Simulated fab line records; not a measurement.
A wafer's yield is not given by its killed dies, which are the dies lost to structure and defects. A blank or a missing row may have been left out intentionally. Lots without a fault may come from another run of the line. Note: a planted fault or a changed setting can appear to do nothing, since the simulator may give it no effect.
The same fault as seen by 2 desks ; flow n5Finfet ; what lay behind the numbers comes last; until then each desk has only its own

## FROM THE METROLOGY DESK
Lot by lot, what the gauges showed, no matter which tool ran the lot: averages of those sampled wafers that carry a number. Marked OUT: a lot whose mean sits more than 4 standard deviations from the usual mean, which makes it out of limits; the brackets give that distance. Shown are 7 of the 11 readings it has, namely the first that went out of limits plus those furthest out on some lot.
Columns: A = thkNm at N5_FIN_SAQP_THK_MEAS_05, usual 37.7 nm; B = DIBL_P at N5_BEOL_M4_RC_MEAS_101, usual 36.3 mV/V; C = IOFF_P at N5_BEOL_M4_RC_MEAS_101, usual 0.21 nA/um; D = ION_N at N5_BEOL_M4_RC_MEAS_101, usual 673 uA/um; E = ION_P at N5_BEOL_M4_RC_MEAS_101, usual 461 uA/um; F = VT_N at N5_BEOL_M4_RC_MEAS_101, usual 249.4 mV; G = VT_P at N5_BEOL_M4_RC_MEAS_101, usual -250 mV
lot;first seen here;A;B;C;D;E;F;G
L337;day 1 20:57;38.2;35.9;0.20;685;459;247.6;-252
L340;day 2 14:47;37.8;36.3;0.18;676;452;248.2;-254
L341;day 2 20:35;38.0;36.1;0.24;665;466;250.5;-246
L346;day 4 03:43;43.8 (+13) OUT;34.1;0.17;649;446;254.1;-253
L347;day 4 09:27;38.1;36.9;0.23;690;469;248.2;-249
L355;day 6 10:35;37.4;35.4;0.18;668;455;250.2;-255
L358;day 7 02:41;37.7;35.0;0.20;664;457;250.0;-249
L359;day 7 08:53;37.5;31.6;0.15;668;450;251.0;-257
This desk finds L346 out of limits, L346 being first, at day 4 03:43 (thkNm at N5_FIN_SAQP_THK_MEAS_05). L337, L340, L341, L347, L355, L358, L359 stayed within limits.

## TOOL OWNER'S DESK, pecvd-04
The tool's own readings at N5_FIN_SAQP_HM_DEP_03 (deposits SiNx from SiH4/NH3/N2, target thk 38 nm, time 33.6 s): means of the sampled wafers that have a number, for each lot that ran on this tool. Marked OUT: a lot whose mean sits more than 4 standard deviations from the usual mean, which makes it out of limits; the brackets give that distance.
Columns: A = chamberPressureTorr at N5_FIN_SAQP_HM_DEP_03, usual 1.500 Torr; B = heaterPowerOuterW at N5_FIN_SAQP_HM_DEP_03, usual 499 W; C = heaterPowerW at N5_FIN_SAQP_HM_DEP_03, usual 820 W; D = showerheadPlenumPTorr at N5_FIN_SAQP_HM_DEP_03, usual 5.11 Torr; E = showerheadVppV at N5_FIN_SAQP_HM_DEP_03, usual 1094 V; F = throttleValvePct at N5_FIN_SAQP_HM_DEP_03, usual 39.2 %
lot;first seen here;A;B;C;D;E;F
L340;day 2 14:42;1.500;508;856;5.14;1098;39.1
L341;day 2 20:31;1.499;539;884;5.09;1072;38.8
L346;day 4 03:38;1.501;509;838;5.09;1065;38.7
L355;day 6 10:30;1.502;531;888;5.10;1066;39.1
L358;day 7 02:35;1.503;518;832;5.12;1086;39.5
This desk's verdict: no lot among the 5 shows anything out of limits.

## ALL TOGETHER
The metrology desk could have raised an alarm at day 4 03:43, on L346.
Nothing out of limits was seen by the tool owner's desk.
On record at the tool owner's desk: L346, within its limits.
Of the lots named, all ran N5_FIN_SAQP_HM_DEP_03 on pecvd-04.

## WHAT HAD BEEN PUT IN BY THE SIMULATOR
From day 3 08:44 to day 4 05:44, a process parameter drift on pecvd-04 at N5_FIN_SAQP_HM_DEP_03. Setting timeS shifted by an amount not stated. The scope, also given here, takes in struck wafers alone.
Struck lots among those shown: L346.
Hours from the fault's start to each desk's first reading out of limits: the metrology desk, 19.
